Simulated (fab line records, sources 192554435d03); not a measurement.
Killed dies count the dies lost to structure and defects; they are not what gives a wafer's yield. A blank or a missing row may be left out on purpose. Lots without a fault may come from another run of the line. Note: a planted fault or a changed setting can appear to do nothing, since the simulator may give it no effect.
Split-lot study | flow n5 finfet | 7 lots, 39 wafers read, on a route of 1938 steps

THE SPLIT ITSELF
At N5_BEOL_M10_TRENCH_ETCH_37 (etches SiCOH lowk in C4F6/O2, target depth 148.83 nm, time 48 s), the setting time s was moved away from the recipe's 48 s on 12 of the 39 wafers read, by -59.4% to +40.8%. All remaining wafers had this setting at the recipe value.

FROM THE SPLIT TO THE READING: what the file shows between them, 8 steps
- N5_BEOL_M10_ETCH_41: etches SiCN in CH3F/O2, target depth 42.6 nm, time 86 s
- N5_BEOL_M10_STRIP_77: strips in N2/H2, time 10 s
- N5_BEOL_M10_OCD_MEAS_38
- N5_BEOL_M10_HM_STRIP_39: strips TiN in peroxide tin strip, target depth 25 nm, time 158 s
- N5_BEOL_M10_SRD_40: time 30 s
- N5_BEOL_M10_ECD_50: material Cu, target thk 318 nm
- N5_BEOL_M10_ANNEAL_51: time 90 s
- N5_BEOL_M10_CMP_52: polishes, stops on SiCOH lowk, t overpolish 7 s, target thk 140 nm

THE READING
M10_THK, in nm, at N5_BEOL_M10_THK_MEAS_53 (measures by xrf). Fault-free wafers of this fab line usually give 140.5 nm, standard deviation 2.5 nm.

wafer  | tool, chamber at the split | time s as run, s | against the recipe | M10_THK, nm | against lot-mates on the recipe
L076.1 | rie diel-05, 1             | 48               | recipe             | 136.3       | -
L076.2 | rie diel-05, 0             | 48               | recipe             | 140.3       | -
L076.3 | rie diel-05, 3             | 63.95            | +33.2%             | 191.8       | +52.6
L076.4 | rie diel-05, 2             | 63.95            | +33.2%             | 189.0       | +49.8
L076.5 | rie diel-05, 2             | 48               | recipe             | 141.0       | -
L076.6 | rie diel-05, 3             | 63.95            | +33.2%             | 191.1       | +51.9
L078.1 | rie diel-05, 3             | 48               | recipe             | 141.7       | -
L078.2 | rie diel-05, 2             | 67.6             | +40.8%             | 204.5       | +62.9
L078.3 | rie diel-05, 0             | 48               | recipe             | 140.7       | -
L078.4 | rie diel-05, 1             | 67.6             | +40.8%             | 199.0       | +57.4
L078.5 | rie diel-05, 2             | 67.6             | +40.8%             | 205.2       | +63.6
L078.6 | rie diel-05, 3             | 48               | recipe             | 142.5       | -
L085.1 | rie diel-04, 0             | 48               | recipe             | 145.9       | -
L085.2 | rie diel-04, 1             | 48               | recipe             | 145.4       | -
L085.3 | rie diel-04, 3             | 64.48            | +34.3%             | 194.1       | +48.6
L085.4 | rie diel-04, 2             | 64.48            | +34.3%             | 192.5       | +47.0
L085.5 | rie diel-04, 0             | 64.48            | +34.3%             | 200.0       | +54.5
L085.6 | rie diel-04, 3             | 48               | recipe             | 145.2       | -
L089.1 | rie diel-05, 2             | 19.48            | -59.4%             | 48.6        | -90.4
L089.2 | rie diel-05, 1             | 48               | recipe             | 134.6       | -
L089.3 | rie diel-05, 0             | 48               | recipe             | 141.3       | -
L089.4 | rie diel-05, 3             | 48               | recipe             | 141.0       | -
L089.5 | rie diel-05, 1             | 19.48            | -59.4%             | 48.3        | -90.7
L089.6 | rie diel-05, 0             | 19.48            | -59.4%             | 51.2        | -87.8
L093.1 | rie diel-03, 0             | 48               | recipe             | 146.2       | -
L093.2 | rie diel-03, 2             | 48               | recipe             | 142.5       | -
L093.3 | rie diel-03, 3             | 48               | recipe             | 138.5       | -
L093.4 | rie diel-03, 1             | 48               | recipe             | 141.4       | -
L093.5 | rie diel-03, 0             | 48               | recipe             | 143.7       | -
L093.6 | rie diel-03, 3             | 48               | recipe             | 140.7       | -
L094.1 | rie diel-03, 2             | 48               | recipe             | 137.6       | -
L094.2 | rie diel-03, 0             | 48               | recipe             | 139.4       | -
L094.3 | rie diel-03, 3             | 48               | recipe             | 134.4       | -
L094.4 | rie diel-03, 1             | 48               | recipe             | 137.4       | -
L094.5 | rie diel-03, 1             | 48               | recipe             | 135.1       | -
L094.6 | rie diel-03, 2             | 48               | recipe             | 138.0       | -
L096.1 | rie diel-04, 3             | 48               | recipe             | 139.9       | -
L096.2 | rie diel-04, 2             | 48               | recipe             | 137.2       | -
L096.5 | rie diel-04, 1             | 48               | recipe             | 142.9       | -

FIT RESULTS
A straight line over all 39 wafers: M10_THK changes by +1.54 nm for each +1% of time s; r = +1.00; the points scatter about the line by 3.2 nm.
The same after taking each lot's own level away (the mean of its wafers on the recipe; 39 wafers): +1.5 nm for each +1%; r = +1.00; scatter 2.3 nm.
On that fit, the largest move of time s shifts the reading by 89 nm.
Across the lots, their own levels run from 136.98 to 145.50 nm, a range of 3.4 times the standard deviation given above.
Hence the lot-to-lot level has little effect on the slope; both slopes agree.
Check: -89.2 nm against its lot-mates is what the line predicts for one of the wafers moved furthest among these (-59.4%) when that wafer is left out of the fit. Against them it came out at -90.4 nm.

THE WHOLE CHAIN: every reading that the file lists as answering this split, in the file's order
step                       | what it does                                                       | reading                                                                           | change (the file's fit)                                                                 | r (the file's)
N5_BEOL_M10_TRENCH_ETCH_37 | etches SiCOH lowk in C4F6/O2, target depth 148.83 nm, time 48 s    | BEOL_M10.feature depth nm (the simulator's own value, which no gauge read)        | +1.48 nm for each +1% of the setting                                                    | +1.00
N5_BEOL_M10_TRENCH_ETCH_37 | etches SiCOH lowk in C4F6/O2, target depth 148.83 nm, time 48 s    | etch.depth nm (the simulator's own value, which no gauge read)                    | +1.48 nm for each +1% of the setting                                                    | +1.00
N5_BEOL_M10_TRENCH_ETCH_37 | etches SiCOH lowk in C4F6/O2, target depth 148.83 nm, time 48 s    | TiN_of_BEOL_M10_HM_DEP_02.thk nm (the simulator's own value, which no gauge read) | -0.0441 nm for each +1% of the setting                                                  | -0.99
N5_BEOL_M10_OCD_MEAS_38    |                                                                    | trench depth nm                                                                   | +1.48 nm for each +1% of the setting                                                    | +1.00
N5_BEOL_M10_CMP_52         | polishes, stops on SiCOH lowk, t overpolish 7 s, target thk 140 nm | Cu_of_BEOL_M10_ECD_50.thk nm (the simulator's own value, which no gauge read)     | +1.49 nm for each +1% of the setting                                                    | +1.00
N5_BEOL_M10_THK_MEAS_53    | measures by xrf                                                    | M10_THK                                                                           | +1.5 for each +1% of the setting                                                        | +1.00
N5_BEOL_M10_RS_MEAS_57     | measures by four-point-probe                                       | M10_RS                                                                            | not straight: 0.5161 at the lowest setting, 0.1508 at the recipe, 0.1012 at the highest | not given

THE FILE'S OWN FIT
M10_THK changes by +1.5 nm for each +1% of time s, r = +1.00.
